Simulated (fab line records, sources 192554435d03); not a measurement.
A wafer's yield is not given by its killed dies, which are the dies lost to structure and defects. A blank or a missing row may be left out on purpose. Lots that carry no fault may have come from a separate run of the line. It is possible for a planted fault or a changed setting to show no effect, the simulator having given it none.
Which tool did it?    flow n5Finfet    14 lots with 42 wafers sampled at 2 steps, on a route of 1938 steps

== WHAT EACH GAUGE READ, for each wafer ==
N5_BEOL_M6_THK_MEAS_01. Usual: M6_ILD_THK gives 153.7 nm (standard deviation 2).
lot   measured      on            M6_ILD_THK (nm)    flag
L451  day 8 09:33   filmMetro-01  150.1 150.8 156.1  
L453  day 8 12:38   filmMetro-02  151.1 150.6 152.9  
L454  day 9 05:34   filmMetro-01  151.2 153.2 154.6  
L460  day 10 17:18  filmMetro-02  152.0 151.4 155.8  
L457  day 10 20:39  filmMetro-01  152.1 153.2 155.6  
L461  day 10 22:18  filmMetro-01  153.2 154.0 157.6  
L464  day 12 06:16  filmMetro-02  149.9 152.6 152.9  
L465  day 12 08:24  filmMetro-01  154.8 156.3 156.2  
L468  day 12 23:47  filmMetro-01  153.0 149.8 157.4  
L471  day 13 10:50  filmMetro-01  155.1 153.5 156.5  
L470  day 13 13:52  filmMetro-01  152.9 148.4 154.5  
L472  day 13 20:35  filmMetro-02  154.4 152.5 158.5  
L473  day 14 09:06  filmMetro-01  153.4 154.2 155.6  
L474  day 14 11:50  filmMetro-01  153.4 155.1 155.7  

== EACH LOT AND THE TOOL THAT RAN IT (in order: tool; ch and the chambers of the sampled wafers; start) ==
lot   N5_BEOL_M6_CURE_74
L451  uvCure-01 ch 0, day 8 09:07
L453  uvCure-01 ch 2, day 8 12:07
L454  uvCure-03 ch 0, day 9 04:34
L460  uvCure-02 ch 0, day 10 16:47
L457  uvCure-03 ch 0, day 10 18:41
L461  uvCure-02 ch 0, day 10 21:56
L464  uvCure-03 ch 2, day 12 05:17
L465  uvCure-03 ch 1, day 12 07:53
L468  uvCure-03 ch 2, day 12 23:21
L471  uvCure-01 ch 0, day 13 10:20
L470  uvCure-03 ch 1, day 13 13:21
L472  uvCure-01 ch 2, day 13 20:09
L473  uvCure-02 ch 2, day 14 08:44
L474  uvCure-02 ch 1, day 14 11:19
- N5_BEOL_M6_CURE_74: cures SiCOH lowk, time 240 s.

== AS READ BY THE TOOLS THEMSELVES (means over the sampled wafers that have a number; for cases with no such wafer, the mark the record gives instead) ==
N5_BEOL_M6_CURE_74. Usual: lampPowerPct 52.31 %, standard deviation 0.05; wafer_temp_C_max 386.7, standard deviation 0.43.
lot   tool       lampPowerPct (%)  wafer_temp_C_max  flag
L451  uvCure-01  52.34             386.9             
L453  uvCure-01  52.23             386.5             
L454  uvCure-03  52.32             386.3             
L460  uvCure-02  52.32             386.9             
L457  uvCure-03  52.30             386.4             
L461  uvCure-02  52.32             386.6             
L464  uvCure-03  52.34             387.0             
L465  uvCure-03  52.36             386.9             
L468  uvCure-03  52.33             386.7             
L471  uvCure-01  52.34             386.8             
L470  uvCure-03  52.36             386.5             
L472  uvCure-01  52.32             386.5             
L473  uvCure-02  52.36             386.6             
L474  uvCure-02  52.36             387.4             

== THE ANSWER, worked out from the rows above alone ==
Rule: a lot counts as off when the mean over its wafers that have a number is more than 3 standard deviations away from the usual mean. A lot without any number at a reading at which 4 lots or more have one is off too. All remaining lots with rows at the step are treated as sound. The gauges are gone through in route order, then the tools' own readings, and for those a lot's mean is taken as printed above. At the first step where some lot is off, the reading lying furthest off is the one used; lots without a number count as furthest.
Across all readings shown, no lot is off: no conclusion can be drawn from this.

== WHAT THE SIMULATOR HAD INSERTED ==
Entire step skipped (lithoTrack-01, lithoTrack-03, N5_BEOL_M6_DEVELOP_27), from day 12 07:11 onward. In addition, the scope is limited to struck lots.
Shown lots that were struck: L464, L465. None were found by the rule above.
